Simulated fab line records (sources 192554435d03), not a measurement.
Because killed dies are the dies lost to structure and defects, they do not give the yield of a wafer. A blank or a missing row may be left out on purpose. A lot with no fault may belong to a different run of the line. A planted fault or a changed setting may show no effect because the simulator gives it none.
Matching of chambers ; flow n5Finfet ; N5_HKMG_FIN_ETCH_31 on rieDiel-05 has 4 sister chambers
The step etches SiARC in CF4, target depth 45.5 nm, time 75.8 s. 4 wafers are shown with their chamber, then 9 later ones without.

## EACH WAFER AND ITS CHAMBER
wafer;chamber;drypumpMotorCurrentA (A)
L077.4;2;5.4
L085.1;0;6.2
L085.3;3;5.8
L085.4;1;5.8

## WAFERS MISSING THEIR CHAMBER
wafer;drypumpMotorCurrentA (A)
L086.1;6.2
L086.3;5.4
L086.5;5.8
L089.1;5.4
L089.4;5.9
L089.6;6.2
L090.1;5.5
L090.2;6.2
L090.3;5.8

## THE CHAMBER EACH PASSED THROUGH
wafer;from the rows above;in truth
L086.1;0;0
L086.3;2;2
L086.5;can't be placed: 1 or 3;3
L089.1;2;2
L089.4;can't be placed: 1 or 3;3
L089.6;0;0
L090.1;2;2
L090.2;0;0
L090.3;can't be placed: 1 or 3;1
6 of 9 placed correctly. Unplaceable from these rows: 3, with the true chamber sitting among the candidates in 3. Placed wrongly: 0.
How it was worked out, from the rows above alone: a wafer's distance from a chamber is the root of the sum, over the readings, of the square of ((its reading less the chamber's mean) divided by the reading's scatter). If the next closest chamber is less than 2 further off than the closest, the wafer can't be placed; otherwise it belongs to the closest. The mean given for a chamber averages the wafers shown for that chamber. The scatter (one wafer shown for each chamber): square how far every hidden wafer sits from the nearest shown wafer, average those squares and take the square root.
